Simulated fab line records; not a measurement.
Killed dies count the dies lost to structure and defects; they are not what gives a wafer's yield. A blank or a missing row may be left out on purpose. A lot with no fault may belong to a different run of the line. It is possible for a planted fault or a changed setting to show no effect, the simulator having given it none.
Which tool is to blame? || flow nand_harc || 13 lots, 39 wafers sampled, at 5 steps of a route of 1302

WHAT EACH GAUGE READ, for each wafer
NHARC_P_STI_INSPECT_25.
{"lot": "L728", "measured": "day 4 05:38", "on": "defect_inspect-02", "raw_defect_count": "300 274 272"}
{"lot": "L729", "measured": "day 4 10:24", "on": "defect_inspect-02", "raw_defect_count": "318 275 215"}
{"lot": "L730", "measured": "day 4 19:53", "on": "defect_inspect-02", "raw_defect_count": "204 109 151"}
{"lot": "L733", "measured": "day 6 02:50", "on": "defect_inspect-01", "raw_defect_count": "316 277 391"}
{"lot": "L735", "measured": "day 7 08:02", "on": "defect_inspect-01", "raw_defect_count": "332 233 166"}
{"lot": "L737", "measured": "day 7 22:04", "on": "defect_inspect-01", "raw_defect_count": "190 121 122"}
{"lot": "L739", "measured": "day 8 18:30", "on": "defect_inspect-02", "raw_defect_count": "238 241 278"}
{"lot": "L745", "measured": "day 11 00:53", "on": "defect_inspect-02", "raw_defect_count": "215 164 178"}
{"lot": "L746", "measured": "day 11 10:56", "on": "defect_inspect-01", "raw_defect_count": "187 257 235"}
{"lot": "L747", "measured": "day 11 22:01", "on": "defect_inspect-01", "raw_defect_count": "168 148 173"}
{"lot": "L749", "measured": "day 12 17:34", "on": "defect_inspect-01", "raw_defect_count": "174 155 134"}
{"lot": "L750", "measured": "day 13 03:38", "on": "defect_inspect-02", "raw_defect_count": "134 195 157"}
{"lot": "L751", "measured": "day 13 15:11", "on": "defect_inspect-01", "raw_defect_count": "194 181 221"}

NHARC_P_GATE_CD_MEAS_26: the cd target is 120 nm.
{"lot": "L728", "measured": "day 5 05:43", "on": "cd_sem-03", "cd_nm (nm)": "119.5 119.7 119.7"}
{"lot": "L729", "measured": "day 5 08:52", "on": "cd_sem-02", "cd_nm (nm)": "119.0 120.2 119.4"}
{"lot": "L730", "measured": "day 5 23:09", "on": "cd_sem-01", "cd_nm (nm)": "119.7 120.0 119.9"}
{"lot": "L733", "measured": "day 7 01:22", "on": "cd_sem-03", "cd_nm (nm)": "120.6 120.4 120.1"}
{"lot": "L735", "measured": "day 8 10:38", "on": "cd_sem-01", "cd_nm (nm)": "119.6 118.5 119.8"}
{"lot": "L737", "measured": "day 8 20:58", "on": "cd_sem-02", "cd_nm (nm)": "113.0 112.7 112.8"}
{"lot": "L739", "measured": "day 9 20:21", "on": "cd_sem-01", "cd_nm (nm)": "119.2 119.8 119.0"}
{"lot": "L745", "measured": "day 12 00:24", "on": "cd_sem-02", "cd_nm (nm)": "119.3 119.8 119.8"}
{"lot": "L746", "measured": "day 12 09:02", "on": "cd_sem-02", "cd_nm (nm)": "119.8 120.2 119.9"}
{"lot": "L747", "measured": "day 12 20:27", "on": "cd_sem-01", "cd_nm (nm)": "119.1 119.4 119.4"}
{"lot": "L749", "measured": "day 13 15:48", "on": "cd_sem-03", "cd_nm (nm)": "119.6 120.2 120.3"}
{"lot": "L750", "measured": "day 14 02:26", "on": "cd_sem-02", "cd_nm (nm)": "120.1 119.6 119.8"}
{"lot": "L751", "measured": "day 14 14:25", "on": "cd_sem-02", "cd_nm (nm)": "120.2 119.3 120.4"}

NHARC_P_GATE_CD_MEAS_46: the cd target is 720 nm.
{"lot": "L728", "measured": "day 5 17:25", "on": "cd_sem-01", "cd_nm (nm)": "719.3 719.7 719.3"}
{"lot": "L729", "measured": "day 5 20:47", "on": "cd_sem-03", "cd_nm (nm)": "720.2 720.2 718.5"}
{"lot": "L730", "measured": "day 6 11:05", "on": "cd_sem-03", "cd_nm (nm)": "720.2 720.8 722.1"}
{"lot": "L733", "measured": "day 7 13:10", "on": "cd_sem-02", "cd_nm (nm)": "719.9 720.3 719.0"}
{"lot": "L735", "measured": "day 8 22:28", "on": "cd_sem-03", "cd_nm (nm)": "721.1 721.0 719.8"}
{"lot": "L737", "measured": "day 9 08:59", "on": "cd_sem-02", "cd_nm (nm)": "721.9 723.6 721.0"}
{"lot": "L739", "measured": "day 10 11:41", "on": "cd_sem-03", "cd_nm (nm)": "718.2 717.3 719.5"}
{"lot": "L745", "measured": "day 12 12:17", "on": "cd_sem-03", "cd_nm (nm)": "717.7 718.4 718.5"}
{"lot": "L746", "measured": "day 12 20:58", "on": "cd_sem-01", "cd_nm (nm)": "719.8 718.5 720.8"}
{"lot": "L747", "measured": "day 13 08:25", "on": "cd_sem-01", "cd_nm (nm)": "718.1 718.8 719.1"}
{"lot": "L749", "measured": "day 14 03:45", "on": "cd_sem-01", "cd_nm (nm)": "720.1 720.4 718.4"}
{"lot": "L750", "measured": "day 14 16:41", "on": "cd_sem-02", "cd_nm (nm)": "723.5 722.5 721.9"}
{"lot": "L751", "measured": "day 15 02:29", "on": "cd_sem-03", "cd_nm (nm)": "719.9 720.1 718.9"}

TOOL THAT RAN EACH LOT (tool first, then ch and the chambers of the sampled wafers, then the start)
{"lot": "L728", "NHARC_P_STI_CMP_21": "cmp-03 ch 0,1,2, day 3 20:50", "NHARC_P_GATE_EXPOSE_23": "arfi_scanner-03 ch 0, day 5 05:35"}
{"lot": "L729", "NHARC_P_STI_CMP_21": "cmp-01 ch 1,2,3, day 4 01:59", "NHARC_P_GATE_EXPOSE_23": "arfi_scanner-02 ch 0, day 5 08:43"}
{"lot": "L730", "NHARC_P_STI_CMP_21": "cmp-03 ch 0,1,3, day 4 11:41", "NHARC_P_GATE_EXPOSE_23": "arfi_scanner-02 ch 0, day 5 23:01"}
{"lot": "L733", "NHARC_P_STI_CMP_21": "cmp-03 ch 0,1,2, day 5 18:08", "NHARC_P_GATE_EXPOSE_23": "arfi_scanner-02 ch 0, day 7 01:13"}
{"lot": "L735", "NHARC_P_STI_CMP_21": "cmp-02 ch 0,1, day 6 21:19", "NHARC_P_GATE_EXPOSE_23": "arfi_scanner-01 ch 0, day 8 10:29"}
{"lot": "L737", "NHARC_P_STI_CMP_21": "cmp-02 ch 0,1,3, day 7 14:22", "NHARC_P_GATE_EXPOSE_23": "arfi_scanner-02 ch 0, day 8 20:50"}
{"lot": "L739", "NHARC_P_STI_CMP_21": "cmp-01 ch 1,2,3, day 8 10:34", "NHARC_P_GATE_EXPOSE_23": "arfi_scanner-02 ch 0, day 9 20:13"}
{"lot": "L745", "NHARC_P_STI_CMP_21": "cmp-02 ch 1,2,3, day 10 15:08", "NHARC_P_GATE_EXPOSE_23": "arfi_scanner-02 ch 0, day 12 00:16"}
{"lot": "L746", "NHARC_P_STI_CMP_21": "cmp-02 ch 0,2,3, day 11 03:07", "NHARC_P_GATE_EXPOSE_23": "arfi_scanner-02 ch 0, day 12 08:53"}
{"lot": "L747", "NHARC_P_STI_CMP_21": "cmp-02 ch 1,2,3, day 11 13:52", "NHARC_P_GATE_EXPOSE_23": "arfi_scanner-03 ch 0, day 12 20:19"}
{"lot": "L749", "NHARC_P_STI_CMP_21": "cmp-01 ch 0,1,2, day 12 06:57", "NHARC_P_GATE_EXPOSE_23": "arfi_scanner-02 ch 0, day 13 15:40"}
{"lot": "L750", "NHARC_P_STI_CMP_21": "cmp-01 ch 0,2,3, day 12 19:00", "NHARC_P_GATE_EXPOSE_23": "arfi_scanner-01 ch 0, day 14 02:18"}
{"lot": "L751", "NHARC_P_STI_CMP_21": "cmp-03 ch 0,1, day 13 06:31", "NHARC_P_GATE_EXPOSE_23": "arfi_scanner-02 ch 0, day 14 14:17"}
- NHARC_P_STI_CMP_21: polishes, t overpolish 20 s, target thk 380.67 nm.
- NHARC_P_GATE_EXPOSE_23: exposes mask P GATE, target cd 120 nm.

AS READ BY THE TOOLS THEMSELVES (means over the sampled wafers that have a number; for cases with no such wafer, the mark the record gives instead)
NHARC_P_STI_CMP_21.
{"lot": "L728", "tool": "cmp-03", "edge_zone_pressure_frac": 1.003, "motor_current_A (A)": 13.1, "overpolish_run_s (s)": 19.998}
{"lot": "L729", "tool": "cmp-01", "edge_zone_pressure_frac": 0.998, "motor_current_A (A)": 12.1, "overpolish_run_s (s)": 19.991}
{"lot": "L730", "tool": "cmp-03", "edge_zone_pressure_frac": 1.005, "motor_current_A (A)": 12.5, "overpolish_run_s (s)": 19.994}
{"lot": "L733", "tool": "cmp-03", "edge_zone_pressure_frac": 1.001, "motor_current_A (A)": 12.7, "overpolish_run_s (s)": 19.990}
{"lot": "L735", "tool": "cmp-02", "edge_zone_pressure_frac": 1.004, "motor_current_A (A)": 12.2, "overpolish_run_s (s)": 19.998}
{"lot": "L737", "tool": "cmp-02", "edge_zone_pressure_frac": 1.005, "motor_current_A (A)": 12.9, "overpolish_run_s (s)": 20.008}
{"lot": "L739", "tool": "cmp-01", "edge_zone_pressure_frac": 1.005, "motor_current_A (A)": 12.5, "overpolish_run_s (s)": 19.994}
{"lot": "L745", "tool": "cmp-02", "edge_zone_pressure_frac": 0.993, "motor_current_A (A)": 13.9, "overpolish_run_s (s)": 20.000}
{"lot": "L746", "tool": "cmp-02", "edge_zone_pressure_frac": 1.006, "motor_current_A (A)": 13.1, "overpolish_run_s (s)": 20.000}
{"lot": "L747", "tool": "cmp-02", "edge_zone_pressure_frac": 1.002, "motor_current_A (A)": 13.4, "overpolish_run_s (s)": 20.002}
{"lot": "L749", "tool": "cmp-01", "edge_zone_pressure_frac": 1.002, "motor_current_A (A)": 12.4, "overpolish_run_s (s)": 20.009}
{"lot": "L750", "tool": "cmp-01", "edge_zone_pressure_frac": 0.998, "motor_current_A (A)": 12.4, "overpolish_run_s (s)": 20.008}
{"lot": "L751", "tool": "cmp-03", "edge_zone_pressure_frac": 0.998, "motor_current_A (A)": 12.8, "overpolish_run_s (s)": 19.999}

NHARC_P_GATE_EXPOSE_23.
{"lot": "L728", "tool": "arfi_scanner-03", "exposure_dose_mJ_cm2": 93.81}
{"lot": "L729", "tool": "arfi_scanner-02", "exposure_dose_mJ_cm2": 93.88}
{"lot": "L730", "tool": "arfi_scanner-02", "exposure_dose_mJ_cm2": 93.86}
{"lot": "L733", "tool": "arfi_scanner-02", "exposure_dose_mJ_cm2": 93.80}
{"lot": "L735", "tool": "arfi_scanner-01", "exposure_dose_mJ_cm2": 93.90}
{"lot": "L737", "tool": "arfi_scanner-02", "exposure_dose_mJ_cm2": 93.82}
{"lot": "L739", "tool": "arfi_scanner-02", "exposure_dose_mJ_cm2": 94.01}
{"lot": "L745", "tool": "arfi_scanner-02", "exposure_dose_mJ_cm2": 93.85}
{"lot": "L746", "tool": "arfi_scanner-02", "exposure_dose_mJ_cm2": 93.83}
{"lot": "L747", "tool": "arfi_scanner-03", "exposure_dose_mJ_cm2": 94.06}
{"lot": "L749", "tool": "arfi_scanner-02", "exposure_dose_mJ_cm2": 93.95}
{"lot": "L750", "tool": "arfi_scanner-01", "exposure_dose_mJ_cm2": 93.98}
{"lot": "L751", "tool": "arfi_scanner-02", "exposure_dose_mJ_cm2": 93.87}

THE ANSWER, worked out from the rows above alone
Rule: usual is defined by the lots themselves. The widest of any qualifying gaps counts: lots, ordered by their means at a reading, are off when they make up no more than a third of the lots, leave a main group of 4 or more, and stand apart from it by 3 or more times the standard deviation of that group's means. Not used: any main group whose means are identical at the precision the tables above print for the reading. A lot without any number at a reading at which 4 lots or more have one is off too. Where the step has rows for the other lots, those lots are counted as sound. Order of review: gauges by route order, followed by the tools' own readings, for which a lot's mean as printed above is used. The first step at which some lot is off is used, and at that step the reading that is off furthest; a lot without a number counts as furthest.
Off at NHARC_P_GATE_CD_MEAS_26 (cd_nm): L737. Mean 119.7 nm and standard deviation 0.32 in the main group.
If a tool, at a process step before that reading, ran all the lots that are off and no sound lot after the first of them, it fits. Those tools and the gauges at NHARC_P_GATE_CD_MEAS_26 are tried in the same way. Of those tried, none fits.

WHAT THE SIMULATOR PUT IN
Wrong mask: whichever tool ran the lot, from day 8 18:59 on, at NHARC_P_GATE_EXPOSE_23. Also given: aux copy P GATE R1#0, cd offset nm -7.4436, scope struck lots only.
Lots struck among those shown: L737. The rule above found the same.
